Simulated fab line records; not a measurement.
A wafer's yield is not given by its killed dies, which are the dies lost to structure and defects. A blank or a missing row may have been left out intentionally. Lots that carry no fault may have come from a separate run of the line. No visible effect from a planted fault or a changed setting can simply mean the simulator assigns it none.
One fault seen from 3 desks | flow nandHarc | only its own numbers are on each desk; what lay behind them is given at the end

THE DEFECT DESK
Inspection counts along the route, by lot: the mean over sampled wafers that carry a number. Marked OUT: a lot whose mean sits more than 4 standard deviations from the usual mean, which makes it out of limits; the brackets give that distance.
Columns: A = rawDefectCount at NHARC_P_GATE_INSPECT_28, usual 5.6
lot  | first seen here | A
L126 | day 5 13:28     | 8.0
L129 | day 6 16:00     | 3.7
L131 | day 7 11:02     | 6.0
L133 | day 8 05:50     | 5.3
L134 | day 8 17:46     | 4.3
L135 | day 9 09:30     | 3.3
L137 | day 9 23:13     | 3.7
L139 | day 10 23:38    | 4.0
L142 | day 12 00:00    | 8.3
L144 | day 12 22:50    | 6.7
L147 | day 13 21:50    | 4.0
L148 | day 14 12:00    | 8.7
This desk's verdict: no lot among the 12 shows anything out of limits.

FROM THE METROLOGY DESK
What the gauges read for every lot (on any tool): the sampled wafers with a number, averaged. Marked OUT: a lot whose mean sits more than 4 standard deviations from the usual mean, which makes it out of limits; the brackets give that distance.
Columns: A = cdNm at NHARC_P_ZERO_WELL_CD_MEAS_24, usual 720.0 nm
lot  | first seen here | A
L126 | day 2 09:50     | 719.4
L129 | day 3 14:36     | 720.1
L131 | day 4 10:46     | 720.3
L133 | day 5 06:39     | 720.5
L134 | day 5 16:36     | 718.9
L135 | day 6 02:29     | 721.4
L137 | day 6 22:52     | 720.6
L139 | day 7 18:34     | 719.7
L142 | day 9 00:36     | 712.4 (-6.4) OUT
L144 | day 9 20:34     | 711.9 (-6.8) OUT
L147 | day 11 02:37    | 720.2
L148 | day 11 12:35    | 719.1
Finding of this desk: L142, L144 out of limits; the first was L142 at day 9 00:36, on cdNm at NHARC_P_ZERO_WELL_CD_MEAS_24. L126, L129, L131, L133, L134, L135, L137, L139, L147, L148 stayed within limits.

AT THE TOOL OWNER'S DESK: lithoTrack-05
The tool's own readings at NHARC_P_ZERO_WELL_PEB_22 (peb time 85 s): means of the sampled wafers that have a number, for each lot that ran on this tool. Marked OUT: a lot whose mean sits more than 4 standard deviations from the usual mean, which makes it out of limits; the brackets give that distance.
Columns: A = heaterPowerTotalW at NHARC_P_ZERO_WELL_PEB_22, usual 164.00 W; B = plateTempC at NHARC_P_ZERO_WELL_PEB_22, usual 117.97 C
lot  | first seen here | A                | B
L131 | day 4 10:40     | 164.25           | 117.89
L134 | day 5 16:30     | 163.86           | 117.95
L142 | day 9 00:31     | 157.24 (-24) OUT | 114.33 (-33) OUT
L144 | day 9 20:28     | 157.11 (-25) OUT | 114.11 (-35) OUT
Finding of this desk: L142, L144 out of limits; the first was L142 at day 9 00:31, on heaterPowerTotalW at NHARC_P_ZERO_WELL_PEB_22. L131, L134 stayed within limits.

TAKEN TOGETHER
On L142, L144, at day 9 00:31, an alarm was possible from the tool owner's desk.
At day 9 00:36 the metrology desk could have sounded an alarm, on L142, L144.
No out-of-limits result turned up at the defect desk.
The defect desk has L142, L144 on record, within its limits.
On lithoTrack-05, each named lot ran NHARC_P_ZERO_WELL_PEB_22.

WHAT THE SIMULATOR HAD PUT IN
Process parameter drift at NHARC_P_ZERO_WELL_PEB_22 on lithoTrack-05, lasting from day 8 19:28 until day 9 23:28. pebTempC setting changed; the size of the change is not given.
Shown lots that were struck: L142, L144.
Time in hours from fault onset to the first out-of-limits reading at each desk: tool owner's desk 5, metrology desk 5.
